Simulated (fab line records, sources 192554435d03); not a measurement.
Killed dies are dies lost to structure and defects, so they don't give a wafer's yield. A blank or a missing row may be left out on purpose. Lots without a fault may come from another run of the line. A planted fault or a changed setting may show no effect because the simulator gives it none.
fab line records | flow n5_finfet
record lots=10 wafers=30 last_day=19
route steps=1938 shown WELL_APT@43 PMOS_HMC_CHANNEL_EPI@81 BEOL_M4@1111
lots that met no fault: from a run of the same line without faults
start_h: hours from the record's first day to the start of the lot's first wafer shown | wait_h: hours since the lot's step before | " the same as in the row above | L1.1+2: a row that stands for several wafers | - no value, or no start given | * or withheld: withheld | < > ~ a bound
route shown NAME@n: a module of which the file shows steps, and the number in the route of the first | usual: mean/standard deviation of fault-free wafers | same: alike in all rows | chamber/n: place in a boat | sites: the reading at each site | _std_site: their standard deviation | _edge_site: outer sites' mean less inner sites' | radius_mm: how far each site lies from the wafer's centre | mask NAME#n: copy n | behind: the tool/chamber that last shaped the wafer | hold: why the lot was held/for how many hours/how that ended | device: the transistor (n, p or np) that didn't switch | end of line: the same wafers' tests at the end of the route | a step without rows: its recipe alone | killed: dies lost to structure and defects at the first sort, not the wafer's yield | map: a wafer's dies, x killed, . not, _ none there
set.NAME: the setting as run; set.NAME@STEP: as run at that earlier step | model.NAME: the simulator's own value behind a step, which no gauge read
steps of the route over a sample of lots; a table a step, a row a wafer
services: from which hour (start_h, from the record's first day; less than 0 if before it) a tool's chamber was out of use, for how many hours, and why
## steps
# step N5_WELL_APT_CD_MEAS_25
# recipe target_cd_nm=200 landing_energy_ev=500 detector=se_inlens
# usual cd_nm=200.1/2.2
# columns lot.wafer tool chamber start_h wait_h cd_nm
L728.1 cd_sem-03 0 14.85 - 199.3
L728.4 " 0 " " 199.3
L728.6 " 0 " " 200.2
L730.3 cd_sem-01 0 26.80 - 200.8
L730.4 " 0 " " 202.2
L730.6 " 0 " " 201.5
L732.2 cd_sem-02 0 39.06 - 203.1
L732.3 " 0 " " 204.0
L732.6 " 0 " " 204.9
L733.1 cd_sem-03 0 45.46 - 205.1
L733.4 " 0 " " 201.3
L733.6 " 0 " " 204.3
L736.1 cd_sem-03 0 63.04 - 198.5
L736.3 " 0 " " 202.1
L736.4 " 0 " " 197.8
L737.2 cd_sem-01 0 68.83 - 197.8
L737.3 " 0 " " 199.7
L737.6 " 0 " " 200.7
L738.1 cd_sem-01 0 74.83 - 196.9
L738.3 " 0 " " 197.5
L738.4 " 0 " " 198.0
L739.1 cd_sem-01 0 80.86 - 199.0
L739.4 " 0 " " 197.6
L739.6 " 0 " " 200.0
L750.2 cd_sem-01 0 147.74 - 198.9
L750.5 " 0 " " 201.1
L750.6 " 0 " " 199.7
L751.1 cd_sem-03 0 152.73 - 200.6
L751.5 " 0 " " 201.3
L751.6 " 0 " " 201.0
# step N5_WELL_APT_IMPLANT_32
# recipe species=BF2 energy_kev=50 dose_cm2=2e+13 tilt_deg=0 rotation_deg=0
# usual beam_energy_keV=49.997/0.015 rotation_deg=0.003/0.017 tilt_deg=0.002/0.018
# columns lot.wafer tool chamber start_h wait_h beam_energy_keV rotation_deg tilt_deg
L728.1 implanter-01 0 15.44 0.1 49.976 0.015 -0.033
L728.4 " 0 " " 49.983 0.029 -0.015
L728.6 " 0 " " 49.981 0.012 -0.024
L730.3 implanter-02 0 27.23 0.1 49.994 0.021 0.040
L730.4 " 0 " " 50.013 -0.027 -0.014
L730.6 " 0 " " 49.995 0.019 -0.003
L732.2 implanter-02 0 39.65 0.1 50.010 0.035 0.017
L732.3 " 0 " " 50.013 -0.003 0.025
L732.6 " 0 " " 50.021 0.019 0.005
L733.1 implanter-02 0 45.82 0.1 50.018 -0.005 -0.020
L733.4 " 0 " " 50.007 0.007 -0.035
L733.6 " 0 " " 50.005 0.034 0.004
L736.1 implanter-02 0 63.42 0.1 68.499 0.023 -0.028
L736.3 " 0 " " 68.469 0.033 -0.013
L736.4 " 0 " " 68.468 0.011 0.004
L737.2 implanter-02 0 69.22 0.1 68.466 -0.013 0.027
L737.3 " 0 " " 68.472 -0.011 -0.020
L737.6 " 0 " " 68.470 -0.004 0.004
L738.1 implanter-01 0 75.45 0.1 50.019 0.005 -0.010
L738.3 " 0 " " 50.024 -0.010 0.001
L738.4 " 0 " " 50.014 0.008 0.002
L739.1 implanter-01 0 81.23 0.1 50.004 0.008 -0.009
L739.4 " 0 " " 50.001 0.001 0.009
L739.6 " 0 " " 50.021 0.003 -0.016
L750.2 implanter-02 0 148.24 0.1 49.979 -0.015 0.008
L750.5 " 0 " " 50.007 -0.011 -0.035
L750.6 " 0 " " 49.972 -0.022 0.023
L751.1 implanter-02 0 153.30 0.1 49.982 -0.027 -0.020
L751.5 " 0 " " 49.959 0.034 -0.015
L751.6 " 0 " " 49.971 -0.017 -0.030
# step N5_PMOS_HMC_CHANNEL_EPI_CMP_21
# recipe material=SiGe30 post_cmp_clean=alkaline_brush target_thk_nm=54
# usual motor_current_A=12.3/0.68
# columns lot.wafer tool chamber start_h wait_h motor_current_A
L728.4 cmp-03 0 19.26 0.1 11.4
L728.1 " 1 " " 12.6
L728.6 " 3 " " 13.1
L730.3 cmp-03 2 31.43 0.0 12.6
L730.4 " 3 " " 12.2
L730.6 " 2 " " 12.9
L732.2 cmp-01 0 43.62 0.1 13.3
L732.3 " 2 " " 12.5
L732.6 " 0 " " 12.1
L733.4 cmp-01 3 49.69 0.0 12.1
L733.1 " 0 " " 13.3
L733.6 " 3 " " 11.9
L736.3 cmp-01 3 67.81 0.0 11.5
L736.1 " 1 " " 12.3
L736.4 " 2 " " 12.9
L737.2 cmp-01 2 73.28 0.0 12.3
L737.3 " 3 " " 12.1
L737.6 " 3 " " 12.6
L738.3 cmp-01 3 79.19 0.0 12.5
L738.4 " 0 " " 12.2
L738.1 " 2 " " 11.7
L739.1 cmp-02 0 85.15 0.1 11.9
L739.4 " 1 " " 11.3
L739.6 " 3 " " 12.2
L750.2 cmp-01 2 152.56 0.1 11.7
L750.5 " 0 " " 12.7
L750.6 " 1 " " 12.4
L751.1 cmp-03 0 158.22 0.1 11.6
L751.6 " 2 " " 12.8
L751.5 " 3 " " 13.1
# step N5_PMOS_HMC_CHANNEL_EPI_EPI_26
# recipe material=Si target_thk_a=38 temp_c=650 precursor=SiH4/H2 pressure_torr=20 time_s=22.7
# usual throttle_valve_pct=10.82/0.29
# same time_s=22.7
# columns lot.wafer tool chamber start_h wait_h throttle_valve_pct
L728.1 epi_rpcvd-03 0 19.59 0.0 10.70
L728.4 " 0 " " 11.19
L728.6 " 0 " " 10.96
L730.3 epi_rpcvd-03 0 31.93 0.1 10.98
L730.4 " 0 " " 10.99
L730.6 " 0 " " 10.67
L732.2 epi_rpcvd-01 0 44.09 0.1 10.37
L732.3 " 0 " " 10.53
L732.6 " 0 " " 10.46
L733.1 epi_rpcvd-03 0 50.09 0.0 11.04
L733.4 " 0 " " 10.81
L733.6 " 0 " " 10.74
L736.1 epi_rpcvd-01 0 68.34 0.2 10.50
L736.3 " 0 " " 10.59
L736.4 " 0 " " 10.52
L737.2 epi_rpcvd-04 0 73.92 0.1 11.18
L737.3 " 0 " " 11.05
L737.6 " 0 " " 11.01
L738.1 epi_rpcvd-01 0 79.60 0.0 10.85
L738.3 " 0 " " 10.54
L738.4 " 0 " " 10.52
L739.1 epi_rpcvd-04 0 85.52 0.0 10.89
L739.4 " 0 " " 11.28
L739.6 " 0 " " 11.19
L750.2 epi_rpcvd-01 0 154.74 1.9 10.57
L750.5 " 0 " " 10.40
L750.6 " 0 " " 10.76
L751.1 epi_rpcvd-04 0 158.55 0.0 11.00
L751.5 " 0 " " 10.86
L751.6 " 0 " " 11.12
# step N5_BEOL_M4_RC_MEAS_101
# usual CJ_N=4.35/0.084 DIBL_N=36.0/1.7 DIBL_P=36.2/1.9 IOFF_N=0.154/0.028 IOFF_P=0.21/0.036 ION_N=675/11 ION_P=463/8.3 RS_PWELL=3012/25 SS_N=71.4/0.63 SS_P=73.2/0.55 VT_N=250.2/3 VT_P=-251/3.7
# columns lot.wafer tool chamber start_h wait_h CJ_N DIBL_N[mV/V] DIBL_P[mV/V] IOFF_N[nA/um] IOFF_P[nA/um] ION_N[uA/um] ION_P[uA/um] RS_PWELL[ohm/sq] SS_N[mV/dec] SS_P[mV/dec] VT_N[mV] VT_P[mV]
L728.1 prober-02 0 192.80 0.0 4.20 37.5 37.4 0.178 0.29 673 469 2993 71.7 73.6 248.0 -242
L728.4 " 0 " " 4.23 34.2 33.4 0.133 0.23 672 475 2985 70.0 73.3 251.1 -245
L728.6 " 0 " " 4.19 36.4 35.8 0.157 0.26 666 468 2994 71.2 73.5 253.0 -243
L732.2 prober-02 0 239.69 0.2 4.36 37.7 38.6 0.180 0.23 685 477 3061 71.5 73.7 249.5 -247
L732.3 " 0 " " 4.41 38.0 38.8 0.185 0.23 679 467 3033 72.4 73.4 246.9 -248
L732.6 " 0 " " 4.33 34.4 34.9 0.128 0.17 671 462 3031 71.1 72.3 252.7 -250
L733.1 prober-01 0 262.57 0.0 4.29 38.5 40.8 0.191 0.23 689 469 3015 71.7 73.7 247.8 -248
L733.4 " 0 " " 4.33 34.9 36.2 0.124 0.17 654 455 3027 71.2 73.0 255.7 -254
L733.6 " 0 " " 4.48 37.2 39.1 0.178 0.20 700 465 3036 71.2 74.1 246.3 -252
L736.1 prober-01 0 276.31 0.0 3.28 33.4 32.9 0.116 0.15 661 452 2744 71.3 71.7 254.9 -254
L736.3 " 0 " " 3.31 36.5 37.7 0.176 0.21 677 465 2755 71.5 73.0 248.5 -248
L736.4 " 0 " " 3.29 33.5 34.8 0.119 0.17 665 463 2726 70.7 72.3 251.4 -254
L737.2 prober-02 0 282.07 0.2 3.32 35.9 34.8 0.151 0.19 683 463 2721 71.5 73.5 247.9 -253
L737.3 " 0 " " 3.30 38.7 36.5 0.198 0.21 678 459 2707 73.1 73.3 249.3 -250
L737.6 " 0 " " 3.27 36.8 35.5 0.161 0.19 674 453 2729 71.8 73.5 250.3 -254
L738.1 prober-02 0 291.63 0.0 4.23 38.4 38.3 0.186 0.21 689 457 3022 71.5 73.9 247.5 -252
L738.3 " 0 " " 4.21 36.0 35.2 0.135 0.17 667 452 2984 71.5 73.1 250.2 -253
L738.4 " 0 " " 4.38 37.1 35.5 0.162 0.18 677 456 2970 71.9 73.5 250.1 -255
L739.1 prober-01 0 297.52 0.0 4.27 38.1 39.2 0.194 0.22 699 468 3000 71.7 73.8 248.7 -251
L739.4 " 0 " " 4.27 36.0 36.2 0.148 0.17 669 449 2983 71.4 73.2 251.7 -256
L739.6 " 0 " " 4.28 37.3 37.9 0.170 0.20 677 454 3009 71.6 73.6 249.3 -255
L730.3 prober-01 0 307.21 0.3 4.33 34.5 35.1 0.143 0.19 664 458 2999 71.8 73.2 250.0 -254
L730.4 " 0 " " 4.38 36.8 38.3 0.181 0.23 683 470 3038 71.7 74.0 249.0 -251
L730.6 " 0 " " 4.39 37.0 39.3 0.202 0.26 688 469 2993 72.3 73.5 244.7 -247
L750.2 prober-01 0 344.31 0.2 4.28 36.7 35.6 0.158 0.24 666 465 3036 71.5 73.4 252.7 -247
L750.5 " 0 " " 4.31 37.2 37.2 0.174 0.26 677 471 3052 71.2 73.7 247.7 -243
L750.6 " 0 " " 4.43 36.0 34.8 0.164 0.23 686 477 3038 71.5 73.0 248.4 -247
L751.1 prober-02 0 347.04 0.0 4.43 36.1 36.9 0.145 0.21 660 455 3016 71.4 73.0 253.2 -253
L751.5 " 0 " " 4.56 35.9 34.8 0.148 0.19 662 456 3030 71.4 72.7 252.0 -252
L751.6 " 0 " " 4.39 37.9 39.6 0.192 0.25 697 471 3030 72.3 73.9 247.7 -249
## services
# columns tool chamber start_h hours kind
cmp-02 - -7.52 6.8 pm
implanter-02 - -6.53 1.7 repair
implanter-01 - -1.47 5.4 pm
cmp-01 - 5.97 6.6 repair
cmp-03 - 14.47 1.1 repair
implanter-01 - 34.61 17.1 repair
cmp-01 - 48.79 0.8 repair
implanter-01 - 51.72 17.5 pm
epi_rpcvd-04 - 57.37 1.1 repair
cmp-03 - 59.53 6.3 repair
cmp-03 - 77.30 4.0 pm
cmp-03 - 81.30 - consumable_replace:conditioner
cmp-03 - 81.30 - consumable_replace:pad
implanter-02 - 87.13 8.6 repair
cmp-03 - 91.82 0.2 repair
implanter-02 - 115.20 3.0 repair
cmp-01 - 117.61 0.3 repair
cmp-02 - 118.45 4.0 pm
cmp-02 - 122.45 - consumable_replace:conditioner
cmp-01 - 124.10 1.0 repair
cmp-02 - 132.23 5.9 pm
implanter-02 - 135.63 7.8 repair
cmp-01 - 141.71 3.6 repair
implanter-02 - 158.35 1.1 repair
## key
first_sign step=N5_WELL_APT_IMPLANT_32 reading=beam_energy_keV direction=up sigmas=99+ usual=49.997 struck=68.474
effect step=N5_BEOL_M4_RC_MEAS_101 reading=CJ_N direction=down sigmas=13 usual=4.35 struck=3.30
effect step=N5_BEOL_M4_RC_MEAS_101 reading=RS_PWELL direction=down sigmas=11 usual=3012 struck=2731
met_at N5_WELL_APT_IMPLANT_32
struck_lots L736,L737
not_acting_at N5_WELL_APT_CD_MEAS_25,N5_PMOS_HMC_CHANNEL_EPI_CMP_21,N5_PMOS_HMC_CHANNEL_EPI_EPI_26
onset_between 45.82 63.42
fault kind=process_parameter_drift tool=implanter-02 chamber=- onset_h=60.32 steps=N5_WELL_APT_IMPLANT_32 channel=energy_kev offset=18.477 shape=step end_h=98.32 acts_in=these_recipes_only stated=50
